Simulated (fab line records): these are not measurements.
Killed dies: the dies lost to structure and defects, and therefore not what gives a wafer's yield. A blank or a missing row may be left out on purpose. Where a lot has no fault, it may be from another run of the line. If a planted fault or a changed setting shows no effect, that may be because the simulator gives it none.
fab line records	flow n5-finfet	part 1 of 2: steps 1 to 17 of 28
record: lots: 5	wafers: 15	last-day: 17
route steps=1938 shown BEOL_M7@1293
lots with no fault: from the same line, run without faults
start-h: hours from the record's opening day to when the first of the lot's shown wafers began	wait-h: time in hours since the lot's previous step	" repeats the value in the row above	L1.1+2: a single row standing in for several wafers	- value missing, or start not given	* or withheld: withheld	< > ~ a bound
route shown NAME@n: NAME is a module with steps in the file, n the number in the route of the first one	usual: the fault-free wafers' mean and standard deviation	same: alike in all rows	chamber/n: place in a boat	sites: each site's reading	_std_site: standard deviation across them	_edge_site: inner sites' mean taken away from outer sites' mean	radius-mm: how far each site lies from the wafer's centre	mask NAME#n: copy n	behind: the most recent tool/chamber to have shaped the wafer	hold: the reason the lot was held/the length of the hold in hours/how it ended	device: whichever transistor did not switch (one of n, p or np)	end of line: tests of these same wafers at the route's end	step lacking rows: just its recipe	killed: dies that structure and defects cost at the first sort, which is not the same as the wafer's yield	map: a wafer's dies, x killed, . not, _ none there
set.NAME: the setting the step ran with; set.NAME@STEP: the setting that earlier step ran with	model.NAME: the simulator's own value behind a step, which no gauge read
lots at selected steps of the route; one table per step, one row per wafer
services: from which hour (start-h, from the record's first day; less than 0 if before it) a tool's chamber was out of use, for how many hours, and why
== steps ==
step: N5_BEOL_M7_EXPOSE_25
recipe: mask-id: V6	na: 0.33	source-shape: annular	sigma-inner: 0.4	sigma-outer: 0.8	polarization: unpolarized	target-cd-nm: 40	dose-mj: 42.5
same: na: 0.33
lot.wafer	tool	chamber	start-h	wait-h	mask
L081.2+3+4	euv-scanner-01	0	231.11	-	V6#0
L082.2+3+5	euv-scanner-02	0	239.02	-	V6#0
L089.2+5+6	euv-scanner-01	0	269.82	-	V6#0
L093.2+5+6	euv-scanner-02	0	309.09	-	V6#0
L097.1+3+6	euv-scanner-01	0	337.96	-	V6#0
step: N5_BEOL_M7_PEB_26
recipe: peb-temp-c: 100	peb-time-s: 60	resist: CAR-EUV
lot.wafer	tool	chamber	start-h	wait-h
L081.2+3+4	litho-track-03	0	231.17	0.1
L082.2+3+5	litho-track-03	0	239.08	0.1
L089.2+5+6	litho-track-02	0	269.88	0.1
L093.2+5+6	litho-track-04	0	309.15	0.1
L097.1+3+6	litho-track-02	0	338.03	0.1
step: N5_BEOL_M7_DEVELOP_27
recipe: develop-time-s: 30	developer: TMAH	resist: CAR-EUV	rinse-liquid: surfactant-rinse	dry: air-spin	dev-temp-c: 23
lot.wafer	tool	chamber	start-h	wait-h
L081.2+3+4	litho-track-03	0	-	-
L082.2+3+5	litho-track-03	0	-	-
L089.2+5+6	litho-track-02	0	-	-
L093.2+5+6	litho-track-04	0	-	-
L097.1+3+6	litho-track-02	0	-	-
step: N5_BEOL_M7_CD_MEAS_28
recipe: target-cd-nm: 40	landing-energy-ev: 500	detector: se-inlens
usual: cd-nm: 39.96/0.27
lot.wafer	tool	chamber	start-h	wait-h	cd-nm
L081.2	cd-sem-02	0	231.23	-	40.35
L081.3	"	0	"	"	40.29
L081.4	"	0	"	"	40.11
L082.2	cd-sem-02	0	239.15	-	40.06
L082.3	"	0	"	"	39.76
L082.5	"	0	"	"	40.05
L089.2	cd-sem-01	0	269.95	-	39.84
L089.5	"	0	"	"	39.94
L089.6	"	0	"	"	39.87
L093.2	cd-sem-03	0	309.22	-	39.80
L093.5	"	0	"	"	39.54
L093.6	"	0	"	"	39.64
L097.1	cd-sem-03	0	338.10	-	39.73
L097.3	"	0	"	"	39.89
L097.6	"	0	"	"	39.84
step: N5_BEOL_M7_OVL_MEAS_29
recipe: points-per-wafer: 522
usual: V6_OVL: -0.1/0.62
lot.wafer	tool	chamber	start-h	wait-h	V6_OVL[nm]
L081.2	overlay-01	0	231.27	0.0	-0.8
L081.3	"	0	"	"	-0.9
L081.4	"	0	"	"	-1.2
L082.2	overlay-02	0	239.18	0.0	-0.7
L082.3	"	0	"	"	-0.9
L082.5	"	0	"	"	-0.1
L089.2	overlay-01	0	269.99	0.0	0.1
L089.5	"	0	"	"	-0.4
L089.6	"	0	"	"	0.1
L093.2	overlay-02	0	309.25	0.0	0.5
L093.5	"	0	"	"	0.0
L093.6	"	0	"	"	0.8
L097.1	overlay-02	0	338.18	0.1	-0.1
L097.3	"	0	"	"	0.0
L097.6	"	0	"	"	-0.2
step: N5_BEOL_M7_INSPECT_30
recipe: mode: adi	inspect-instrument: brightfield
usual: raw-defect-count: 371/100
lot.wafer	tool	chamber	start-h	wait-h	raw-defect-count
L081.2	defect-inspect-02	-	231.32	0.0	374
L081.3	"	-	"	"	292
L081.4	"	-	"	"	338
L082.2	defect-inspect-02	-	239.23	0.0	279
L082.3	"	-	"	"	287
L082.5	"	-	"	"	395
L089.2	defect-inspect-02	-	270.04	0.0	285
L089.5	"	-	"	"	345
L089.6	"	-	"	"	369
L093.2	defect-inspect-01	-	309.30	0.0	368
L093.5	"	-	"	"	370
L093.6	"	-	"	"	261
L097.1	defect-inspect-02	-	338.24	0.1	738
L097.3	"	-	"	"	647
L097.6	"	-	"	"	531
step: N5_BEOL_M7_DESCUM_33
recipe: chemistry: O2	time-s: 7	source-power-w: 50	bias-power-w: 20	pressure-mtorr: 20	rf-frequency-hz: 2.712e+07	temp-c: 40	resist: CAR-EUV	o2-flow-sccm: 225
usual: drypump-motor-current-A: 5.85/0.25	oes-product-au: 0.79/0.084	rf-vpp-V: 243.1/1.6	showerhead-plenum-p-Torr: 2.09/0.089	throttle-valve-pct: 20.49/0.25
lot.wafer	tool	chamber	start-h	wait-h	drypump-motor-current-A	oes-product-au	rf-hours-counter-h	rf-vpp-V	showerhead-plenum-p-Torr	throttle-valve-pct
L081.2	rie-diel-04	3	231.36	0.0	6.19	0.73	189	243.5	2.07	20.73
L081.3	"	1	"	"	6.01	0.83	93	241.2	2.03	20.18
L081.4	"	0	"	"	5.54	0.72	202	240.6	1.98	20.46
L082.2	rie-diel-04	2	239.98	0.7	5.63	0.89	14	245.0	2.22	20.10
L082.3	"	1	"	"	6.00	0.83	95	242.0	2.03	20.20
L082.5	"	3	"	"	6.20	0.74	-	242.9	2.07	20.73
L089.2	rie-diel-04	2	270.07	0.0	5.62	0.86	25	244.9	2.22	20.13
L089.5	"	1	"	"	6.01	0.83	-	241.7	2.02	20.20
L089.6	"	2	"	"	5.62	0.87	-	245.2	2.22	20.14
L093.2	rie-diel-03	2	309.42	0.1	5.69	0.74	194	244.0	2.18	20.70
L093.5	"	0	"	"	6.25	0.71	-	242.1	2.08	20.80
L093.6	"	1	"	"	5.58	0.72	-	240.0	1.99	20.61
L097.1	rie-diel-03	1	338.93	0.7	5.58	0.71	222	241.5	1.99	20.59
L097.3	"	0	"	"	6.30	0.69	232	243.9	2.07	20.85
L097.6	"	2	"	"	5.72	0.72	-	244.2	2.17	20.71
step: N5_BEOL_M7_ETCH_72
recipe: chemistry: N2/H2	target: underlayer	target-depth-a: 65	mask-material: CAR-EUV	time-s: 5.2	ion-energy-ev: 200	pressure-mtorr: 30	source-w: 840	bias-w: 150	n2-flow-sccm: 200	h2-flow-sccm: 200	ends: cleared
usual: drypump-motor-current-A: 5.85/0.25	etch-rf-on-time-s: 5.20/0.084	oes-product-au: 0.67/0.073	rf-vpp-V: 524/3.3	showerhead-plenum-p-Torr: 2.54/0.1	throttle-valve-pct: 17.92/0.27
lot.wafer	tool	chamber	start-h	wait-h	drypump-motor-current-A	etch-rf-on-time-s	oes-product-au	rf-hours-counter-h	rf-vpp-V	showerhead-plenum-p-Torr	throttle-valve-pct
L081.2	rie-diel-04	3	231.39	0.0	6.22	5.26	0.62	189	522	2.54	18.21
L081.3	"	1	"	"	6.02	5.32	0.71	93	522	2.48	17.72
L081.4	"	0	"	"	5.53	5.15	0.62	202	520	2.41	17.98
L082.2	rie-diel-04	2	240.01	0.0	5.63	5.33	0.77	14	528	2.70	17.46
L082.3	"	1	"	"	6.02	5.24	0.70	95	523	2.48	17.70
L082.5	"	3	"	"	6.22	5.30	0.62	-	525	2.54	18.19
L089.2	rie-diel-04	2	270.11	0.0	5.65	5.36	0.73	25	527	2.70	17.51
L089.5	"	1	"	"	6.01	5.26	0.68	-	523	2.47	17.72
L089.6	"	2	"	"	5.65	5.31	0.73	-	525	2.70	17.48
L093.2	rie-diel-03	2	309.45	0.0	5.73	5.19	0.61	194	526	2.61	17.96
L093.5	"	0	"	"	6.30	5.13	0.60	-	521	2.51	18.24
L093.6	"	1	"	"	5.61	5.24	0.61	-	519	2.43	18.22
L097.1	rie-diel-03	1	338.96	0.0	5.60	5.23	0.60	222	521	2.42	18.23
L097.3	"	0	"	"	6.27	5.13	0.60	232	523	2.51	18.24
L097.6	"	2	"	"	5.72	5.16	0.61	-	527	2.61	18.00
step: N5_BEOL_M7_ETCH_65
recipe: chemistry: CF4	target: SiARC	target-depth-a: 156	mask-material: CAR-EUV	time-s: 26	ion-energy-ev: 80	pressure-mtorr: 40	source-w: 545	bias-w: 36	Ar_flow_sccm: 100	cf4-flow-sccm: 100	ends: cleared
usual: drypump-motor-current-A: 5.85/0.25	etch-rf-on-time-s: 26.0/0.37	oes-product-au: 0.67/0.073	rf-vpp-V: 184.0/1.3	showerhead-plenum-p-Torr: 2.14/0.083	throttle-valve-pct: 15.66/0.26
lot.wafer	tool	chamber	start-h	wait-h	drypump-motor-current-A	etch-rf-on-time-s	oes-product-au	rf-hours-counter-h	rf-vpp-V	showerhead-plenum-p-Torr	throttle-valve-pct
L081.2	rie-diel-04	3	231.41	0.0	6.22	26.4	0.62	189	183.7	2.13	15.94
L081.3	"	1	"	"	6.02	26.3	0.70	93	182.9	2.08	15.34
L081.4	"	0	"	"	5.49	25.9	0.61	202	182.8	2.05	15.76
L082.2	rie-diel-04	2	240.03	0.0	5.66	26.3	0.77	14	185.5	2.28	15.30
L082.3	"	1	"	"	6.03	26.0	0.70	95	184.3	2.08	15.38
L082.5	"	3	"	"	6.20	26.0	0.62	-	183.5	2.13	15.96
L089.2	rie-diel-04	2	270.12	0.0	5.62	26.2	0.75	25	185.6	2.28	15.31
L089.5	"	1	"	"	6.01	25.9	0.69	-	184.2	2.07	15.36
L089.6	"	2	"	"	5.64	26.5	0.74	-	185.1	2.28	15.32
L093.2	rie-diel-03	2	309.47	0.0	5.72	26.0	0.62	194	184.2	2.20	15.80
L093.5	"	0	"	"	6.28	25.7	0.60	-	182.5	2.11	15.94
L093.6	"	1	"	"	5.58	25.9	0.61	-	183.3	2.05	15.90
L097.1	rie-diel-03	1	338.98	0.0	5.60	25.6	0.62	222	182.0	2.05	15.90
L097.3	"	0	"	"	6.26	25.8	0.59	232	183.4	2.11	15.96
L097.6	"	2	"	"	5.72	26.1	0.61	-	184.3	2.20	15.83
step: N5_BEOL_M7_ETCH_66
recipe: chemistry: N2/H2	target: SOC	target-depth-a: 800	overetch-a: 160	mask-material: SiARC	temp-c: 40	time-s: 120	ion-energy-ev: 200	pressure-mtorr: 30	source-w: 840	bias-w: 150	n2-flow-sccm: 200	h2-flow-sccm: 200
usual: drypump-motor-current-A: 5.85/0.25	oes-product-au: 0.60/0.064	rf-vpp-V: 524/3.1	showerhead-plenum-p-Torr: 2.54/0.1	throttle-valve-pct: 17.88/0.27
lot.wafer	tool	chamber	start-h	wait-h	drypump-motor-current-A	oes-product-au	rf-hours-counter-h	rf-vpp-V	showerhead-plenum-p-Torr	throttle-valve-pct
L081.2	rie-diel-04	3	231.44	0.0	6.23	0.56	189	525	2.54	18.17
L081.3	"	1	"	"	6.02	0.63	93	522	2.48	17.66
L081.4	"	0	"	"	5.57	0.55	202	520	2.41	17.91
L082.2	rie-diel-04	2	240.05	0.0	5.63	0.69	14	529	2.70	17.44
L082.3	"	1	"	"	6.00	0.63	95	521	2.48	17.67
L082.5	"	3	"	"	6.23	0.56	-	522	2.54	18.16
L089.2	rie-diel-04	2	270.15	0.0	5.58	0.67	25	528	2.70	17.44
L089.5	"	1	"	"	6.00	0.62	-	521	2.47	17.68
L089.6	"	2	"	"	5.58	0.67	-	528	2.70	17.45
L093.2	rie-diel-03	2	309.50	0.0	5.73	0.56	194	525	2.61	17.92
L093.5	"	0	"	"	6.29	0.53	-	523	2.51	18.20
L093.6	"	1	"	"	5.59	0.55	-	521	2.43	18.19
L097.1	rie-diel-03	1	339.01	0.0	5.57	0.54	222	519	2.42	18.20
L097.3	"	0	"	"	6.29	0.53	232	523	2.51	18.22
L097.6	"	2	"	"	5.74	0.55	-	526	2.61	17.95
step: N5_BEOL_M7_STRIP_69
recipe: chemistry: N2/H2	temp-c: 40	n2-flow-sccm: 200	h2-flow-sccm: 200	rf-frequency-hz: 6e+07
lot.wafer	tool	chamber	start-h	wait-h
L081.2+3+4	rie-diel-04	3,1,0	231.52	0.0
L082.2+3+5	rie-diel-04	2,1,3	240.14	0.0
L089.2+5+6	rie-diel-04	2,1,2	270.23	0.0
L093.2+5+6	rie-diel-03	2,0,1	309.58	0.0
L097.1+3+6	rie-diel-03	1,0,2	339.09	0.0
step: N5_BEOL_M7_STRIP_73
recipe: chemistry: N2/H2	temp-c: 40	n2-flow-sccm: 200	h2-flow-sccm: 200	rf-frequency-hz: 6e+07
lot.wafer	tool	chamber	start-h	wait-h
L081.2+3+4	rie-diel-04	3,1,0	231.53	0.0
L082.2+3+5	rie-diel-04	2,1,3	240.15	0.0
L089.2+5+6	rie-diel-04	2,1,2	270.24	0.0
L093.2+5+6	rie-diel-03	2,0,1	309.59	0.0
L097.1+3+6	rie-diel-03	1,0,2	339.10	0.0
step: N5_BEOL_M7_VIA_ETCH_34
recipe: chemistry: C4F6/O2	target: SiCOH_lowk	target-depth-a: 1255	mask-material: SOC	taper-deg: 4	time-s: 50.5	ion-energy-ev: 250	pressure-mtorr: 30	source-w: 345	bias-w: 185	Ar_flow_sccm: 300	C4F6_flow_sccm: 10	O2_flow_sccm: 10
usual: drypump-motor-current-A: 5.85/0.25	oes_f_703_au: 0.79/0.085	oes-product-au: 0.79/0.086	rf-vpp-V: 663/12	showerhead-plenum-p-Torr: 2.85/0.11	throttle-valve-pct: 20.98/0.22
lot.wafer	tool	chamber	start-h	wait-h	drypump-motor-current-A	oes_f_703_au	oes-product-au	rf-hours-counter-h	rf-vpp-V	showerhead-plenum-p-Torr	throttle-valve-pct
L081.2	rie-diel-04	3	231.54	0.0	6.21	0.72	0.73	189	662	2.84	21.26
L081.3	"	1	"	"	5.99	0.81	0.83	93	655	2.77	20.67
L081.4	"	0	"	"	5.53	0.72	0.71	202	659	2.72	21.05
L082.2	rie-diel-04	2	240.16	0.0	5.62	0.89	0.89	14	659	3.04	20.70
L082.3	"	1	"	"	6.03	0.81	0.83	95	656	2.77	20.69
L082.5	"	3	"	"	6.21	0.72	0.73	-	662	2.84	21.22
L089.2	rie-diel-04	2	270.25	0.0	5.60	0.87	0.86	25	658	3.04	20.72
L089.5	"	1	"	"	6.01	0.80	0.82	-	655	2.76	20.68
L089.6	"	2	"	"	5.64	0.87	0.87	-	657	3.04	20.71
L093.2	rie-diel-03	2	309.60	0.0	5.71	0.72	0.72	194	683	2.92	20.99
L093.5	"	0	"	"	6.29	0.70	0.70	-	680	2.81	21.21
L093.6	"	1	"	"	5.57	0.73	0.71	-	655	2.72	21.10
L097.1	rie-diel-03	1	339.11	0.0	5.56	0.72	0.71	223	655	2.72	21.11
L097.3	"	0	"	"	6.28	0.69	0.69	232	681	2.80	21.24
L097.6	"	2	"	"	5.71	0.72	0.71	-	682	2.92	20.98
step: N5_BEOL_M7_STRIP_76
recipe: chemistry: C4F6/O2	resist: SiARC	rf-frequency-hz: 6e+07
lot.wafer	tool	chamber	start-h	wait-h
L081.2+3+4	rie-diel-04	3,1,0	231.58	0.0
L082.2+3+5	rie-diel-04	2,1,3	240.20	0.0
L089.2+5+6	rie-diel-04	2,1,2	270.29	0.0
L093.2+5+6	rie-diel-03	2,0,1	309.64	0.0
L097.1+3+6	rie-diel-03	1,0,2	339.15	0.0
step: N5_BEOL_M7_STRIP_36
recipe: chemistry: N2/H2	power-w: 450	temp-c: 40	pressure-mtorr: 20	rf-frequency-hz: 6e+07	overash-fraction: 0.3	bias-power-w: 7	h2-frac: 0.5	n2-flow-sccm: 200	h2-flow-sccm: 200
usual: drypump-motor-current-A: 5.85/0.25	oes-product-au: 0.79/0.085	rf-vpp-V: 59.2/1.5	showerhead-plenum-p-Torr: 2.54/0.1	throttle-valve-pct: 23.74/0.29
lot.wafer	tool	chamber	start-h	wait-h	drypump-motor-current-A	oes-product-au	rf-hours-counter-h	rf-vpp-V	showerhead-plenum-p-Torr	throttle-valve-pct
L081.2	rie-diel-04	3	231.59	0.0	6.25	0.73	190	58.2	2.53	24.00
L081.3	"	1	"	"	6.01	0.84	93	57.7	2.47	23.54
L081.4	"	0	"	"	5.55	0.71	202	55.6	2.40	23.84
L082.2	rie-diel-04	2	240.21	0.0	5.60	0.88	14	61.3	2.70	23.29
L082.3	"	1	"	"	6.00	0.82	95	58.3	2.47	23.53
L082.5	"	3	"	"	6.20	0.74	-	56.9	2.53	23.98
L089.2	rie-diel-04	2	270.30	0.0	5.62	0.86	25	59.6	2.69	23.29
L089.5	"	1	"	"	6.03	0.82	-	59.9	2.47	23.53
L089.6	"	2	"	"	5.61	0.86	-	59.0	2.69	23.32
L093.2	rie-diel-03	2	309.65	0.0	5.73	0.73	194	61.3	2.61	23.73
L093.5	"	0	"	"	6.24	0.69	-	59.8	2.51	24.04
L093.6	"	1	"	"	5.56	0.71	-	58.7	2.42	24.14
L097.1	rie-diel-03	1	339.16	0.0	5.62	0.72	223	60.5	2.42	24.13
L097.3	"	0	"	"	6.23	0.69	232	60.0	2.50	24.05
L097.6	"	2	"	"	5.71	0.72	-	59.4	2.61	23.74
step: N5_BEOL_M7_TRENCH_ETCH_37
recipe: chemistry: C4F6/O2	target-depth-a: 934.78	target: SiCOH_lowk	time-s: 31.2	ion-energy-ev: 250	pressure-mtorr: 30	source-w: 345	bias-w: 185	Ar_flow_sccm: 300	C4F6_flow_sccm: 10	O2_flow_sccm: 10
usual: drypump-motor-current-A: 5.85/0.25	oes_f_703_au: 0.79/0.085	oes-product-au: 0.79/0.085	rf-vpp-V: 663/12	showerhead-plenum-p-Torr: 2.85/0.11	throttle-valve-pct: 21.01/0.22
lot.wafer	tool	chamber	start-h	wait-h	drypump-motor-current-A	oes_f_703_au	oes-product-au	rf-hours-counter-h	rf-vpp-V	showerhead-plenum-p-Torr	throttle-valve-pct
L081.2	rie-diel-04	3	-	-	6.20	0.73	0.73	190	661	2.84	21.25
L081.3	"	1	"	"	6.01	0.81	0.82	93	655	2.77	20.72
L081.4	"	0	"	"	5.54	0.72	0.72	202	657	2.72	21.08
L082.2	rie-diel-04	2	-	-	5.63	0.90	0.89	14	658	3.04	20.73
L082.3	"	1	"	"	6.02	0.81	0.83	95	654	2.77	20.71
L082.5	"	3	"	"	6.22	0.72	0.73	-	661	2.84	21.28
L089.2	rie-diel-04	2	-	-	5.67	0.87	0.86	25	657	3.04	20.74
L089.5	"	1	"	"	5.99	0.80	0.82	-	656	2.76	20.72
L089.6	"	2	"	"	5.62	0.87	0.86	-	658	3.04	20.73
L093.2	rie-diel-03	2	-	-	5.69	0.72	0.73	194	682	2.92	21.01
L093.5	"	0	"	"	6.26	0.69	0.70	-	682	2.81	21.24
L093.6	"	1	"	"	5.59	0.73	0.72	-	655	2.72	21.13
L097.1	rie-diel-03	1	-	-	5.57	0.72	0.71	223	655	2.72	21.13
L097.3	"	0	"	"	6.27	0.69	0.69	232	682	2.80	21.25
L097.6	"	2	"	"	5.69	0.72	0.72	-	684	2.92	21.02
step: N5_BEOL_M7_ETCH_41
recipe: chemistry: CH3F/O2	target: SiCN	target-depth-a: 319	taper-deg: 2	time-s: 57.8	ion-energy-ev: 120	mask-material: TiN	pressure-mtorr: 30	source-w: 395	bias-w: 75	Ar_flow_sccm: 150	CH3F_flow_sccm: 30	O2_flow_sccm: 20
usual: drypump-motor-current-A: 5.85/0.25	oes-product-au: 0.79/0.086	rf-vpp-V: 297.2/1.9	showerhead-plenum-p-Torr: 2.00/0.085	throttle-valve-pct: 16.39/0.24
lot.wafer	tool	chamber	start-h	wait-h	drypump-motor-current-A	oes-product-au	rf-hours-counter-h	rf-vpp-V	showerhead-plenum-p-Torr	throttle-valve-pct
L081.2	rie-diel-04	3	-	-	6.24	0.73	190	296.9	1.99	16.66
L081.3	"	1	"	"	5.98	0.84	93	295.7	1.94	16.09
L081.4	"	0	"	"	5.52	0.72	202	294.4	1.91	16.46
L082.2	rie-diel-04	2	-	-	5.59	0.88	14	301.0	2.14	16.05
L082.3	"	1	"	"	6.02	0.82	95	297.2	1.94	16.10
L082.5	"	3	"	"	6.21	0.73	-	297.4	1.99	16.66
L089.2	rie-diel-04	2	-	-	5.62	0.87	25	299.4	2.14	16.07
L089.5	"	1	"	"	6.02	0.82	-	296.0	1.94	16.11
L089.6	"	2	"	"	5.57	0.86	-	299.1	2.14	16.06
L093.2	rie-diel-03	2	-	-	5.68	0.72	194	298.4	2.06	16.47
L093.5	"	0	"	"	6.28	0.69	-	296.3	1.97	16.64
L093.6	"	1	"	"	5.55	0.72	-	295.4	1.91	16.54
L097.1	rie-diel-03	1	-	-	5.57	0.70	223	294.2	1.91	16.55
L097.3	"	0	"	"	6.25	0.68	232	296.8	1.97	16.65
L097.6	"	2	"	"	5.71	0.71	-	298.3	2.06	16.49
